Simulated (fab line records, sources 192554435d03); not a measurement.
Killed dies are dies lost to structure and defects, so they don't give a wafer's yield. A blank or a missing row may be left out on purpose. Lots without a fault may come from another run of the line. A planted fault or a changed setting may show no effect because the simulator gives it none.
Split-lot experiment | flow n5_finfet | 7 lots, 21 wafers read, on a route of 1938 steps

THE SPLIT
At N5_SDB_COAT_03 (time 60 s, resist thk 100 nm), the setting spin_rpm was moved away from the recipe's 1500 rpm on 8 of the 21 wafers read, by -7.5% to +5.1%. The other wafers ran this setting at the recipe's value.

The reading is taken at the split's own step.

THE READING
SOC_of_SDB_COAT_03.thk_nm (the simulator's own value, which no gauge read), in nm, at N5_SDB_COAT_03 (time 60 s, resist thk 100 nm). The file gives no usual value for it. The 13 wafers here that ran the recipe average 100.2 nm, standard deviation 0.3 nm.

wafer  | tool, chamber at the split | spin_rpm as run, rpm | against the recipe | SOC_of_SDB_COAT_03.thk_nm, nm | against lot-mates on the recipe
L076.1 | litho_track-03, 0          | 1500                 | recipe             | 100.4                         | -
L076.2 | litho_track-03, 0          | 1577                 | +5.1%              | 98                            | -2.4
L076.4 | litho_track-03, 0          | 1577                 | +5.1%              | 98                            | -2.4
L078.2 | litho_track-03, 0          | 1500                 | recipe             | 100.4                         | -
L078.3 | litho_track-03, 0          | 1500                 | recipe             | 100.2                         | -
L078.5 | litho_track-03, 0          | 1500                 | recipe             | 100.2                         | -
L085.4 | litho_track-02, 0          | 1500                 | recipe             | 100.4                         | -
L085.5 | litho_track-02, 0          | 1500                 | recipe             | 100.2                         | -
L085.6 | litho_track-02, 0          | 1500                 | recipe             | 99.8                          | -
L086.1 | litho_track-02, 0          | 1500                 | recipe             | 99.6                          | -
L086.3 | litho_track-02, 0          | 1500                 | recipe             | 99.8                          | -
L086.6 | litho_track-02, 0          | 1431                 | -4.6%              | 102                           | +2.3
L092.1 | litho_track-02, 0          | 1500                 | recipe             | 100.6                         | -
L092.2 | litho_track-02, 0          | 1500                 | recipe             | 100.6                         | -
L092.5 | litho_track-02, 0          | 1500                 | recipe             | 100.4                         | -
L093.2 | litho_track-02, 0          | 1500                 | recipe             | 100.2                         | -
L093.4 | litho_track-02, 0          | 1388                 | -7.5%              | 104.2                         | +4.0
L093.6 | litho_track-02, 0          | 1388                 | -7.5%              | 103.8                         | +3.6
L096.2 | litho_track-03, 0          | 1416                 | -5.6%              | 102.4                         | no lot-mate on the recipe
L096.3 | litho_track-03, 0          | 1416                 | -5.6%              | 102.4                         | no lot-mate on the recipe
L096.4 | litho_track-03, 0          | 1416                 | -5.6%              | 102.6                         | no lot-mate on the recipe

THE FIT
A straight line over all 21 wafers: SOC_of_SDB_COAT_03.thk_nm changes by -0.448 nm for each +1% of spin_rpm; r = -0.98; the points scatter about the line by 0.32 nm.
The same after taking each lot's own level away (the mean of its wafers on the recipe; 18 wafers): -0.495 nm for each +1%; r = -1.00; scatter 0.16 nm.
On that fit, the largest move of spin_rpm shifts the reading by 3.7 nm.
The lots' own levels span 99.70 to 100.53 nm, that is 2.8 times the standard deviation above.
So the lot-to-lot level changes the slope little: the two slopes agree.
Check: with one of the wafers moved furthest among these (-7.5%) left out of the fit, the line predicts +3.59 nm for it against its lot-mates. It came out at +4 nm against them.

OTHER SPLITS ON THESE WAFERS
These wafers also went through other splits before the reading. Each is held against what the fit with the lots' levels taken away leaves over:
other split on the same wafers           | wafers away from the commonest value | r with SOC_of_SDB_COAT_03.thk_nm (lot level and that fit taken away)
N5_WELL_APT_COAT_02 spin_rpm             | 9                                    | -0.21
N5_PMOS_HMC_CHANNEL_EPI_HM_DEP_34 time_s | 9                                    | -0.10
N5_FIN_CUT_CUT_ETCH_15 time_s            | 7                                    | +0.26
N5_SD_EPI_N_PEB_07 peb_time_s            | 8                                    | -0.32
N5_SD_EPI_P_COAT_35 spin_rpm             | 8                                    | +0.08
N5_SD_EPI_P_DEVELOP_08 develop_time_s    | 3                                    | -0.27

THE FILE'S OWN FIT
SOC_of_SDB_COAT_03.thk_nm changes by -0.497 nm for each +1% of spin_rpm, r = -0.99.
